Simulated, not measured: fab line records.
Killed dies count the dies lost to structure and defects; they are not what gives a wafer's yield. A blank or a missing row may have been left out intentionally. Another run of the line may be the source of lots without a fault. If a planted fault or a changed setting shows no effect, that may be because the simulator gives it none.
2 desks, one fault	flow n5 finfet	numbers are kept per desk, each desk with only its own; the story behind them comes last

== FOR THE TOOL OWNER'S DESK: rie metal-01 ==
The tool's own readings at N5_BEOL_M6_HM_OPEN_17 (chemistry Cl2/BCl3, target TiN, target depth 20 nm, overetch 6 nm): means of the sampled wafers that have a number, for each lot that ran on this tool. The brackets show how far a lot's mean lies from the usual mean; more than 4 standard deviations puts the lot out of limits, marked OUT.
Columns: A = bcl3 flow sccm at N5_BEOL_M6_HM_OPEN_17, usual 21.76 sccm; B = bias w at N5_BEOL_M6_HM_OPEN_17, usual 126.0 W; C = drypump motor current A at N5_BEOL_M6_HM_OPEN_17, usual 5.8 A; D = mfc cl2 sccm at N5_BEOL_M6_HM_OPEN_17, usual 53.19 sccm; E = oes product au at N5_BEOL_M6_HM_OPEN_17, usual 0.62 a.u.; F = rf fwd power W at N5_BEOL_M6_HM_OPEN_17, usual 992 W; G = throttle valve pct at N5_BEOL_M6_HM_OPEN_17, usual 22.28 %
lot	first seen here	A	B	C	D	E	F	G
L501	day 12 14:49	21.79	125.5	6.0	53.30	0.55	998	22.34
L504	day 13 13:26	21.75	126.1	5.9	53.28	0.59	996	22.01
L508	day 14 11:14	21.74	126.0	6.0	53.13	0.58	996	22.00
Finding of this desk: none of the 3 lots has anything out of limits.

== METROLOGY DESK ==
Lot by lot, what the gauges showed, no matter which tool ran the lot: averages of those sampled wafers that carry a number. The brackets show how far a lot's mean lies from the usual mean; more than 4 standard deviations puts the lot out of limits, marked OUT.
Columns: A = cd nm at N5_BEOL_M6_CD_MEAS_11, usual 38.6 nm; B = cd nm at N5_BEOL_M6_CD_MEAS_18, usual 40.1 nm
lot	first seen here	A	B
L487	day 8 22:22	39.1	40.2
L488	day 9 07:41	38.4	39.6
L491	day 10 12:58	39.1	-
L495	day 10 19:57	38.2	-
L500	day 12 10:11	38.8	40.5
L501	day 12 14:25	38.8	40.6
L502	day 12 20:07	39.5	41.3
L503	day 12 23:07	38.8	40.0
L504	day 13 13:03	38.4	39.9
L506	day 13 16:50	38.8	39.6
L505	day 13 22:29	38.8	40.2
L507	day 14 09:25	39.0	40.5
L508	day 14 10:48	38.7	40.0
L509	day 14 23:23	38.2	39.3
Finding of this desk: none of the 14 lots has anything out of limits.

== BROUGHT TOGETHER ==
The tool owner's desk saw nothing out of limits.
Metrology desk: nothing out of limits seen.

== WHAT WAS PUT IN BY THE SIMULATOR ==
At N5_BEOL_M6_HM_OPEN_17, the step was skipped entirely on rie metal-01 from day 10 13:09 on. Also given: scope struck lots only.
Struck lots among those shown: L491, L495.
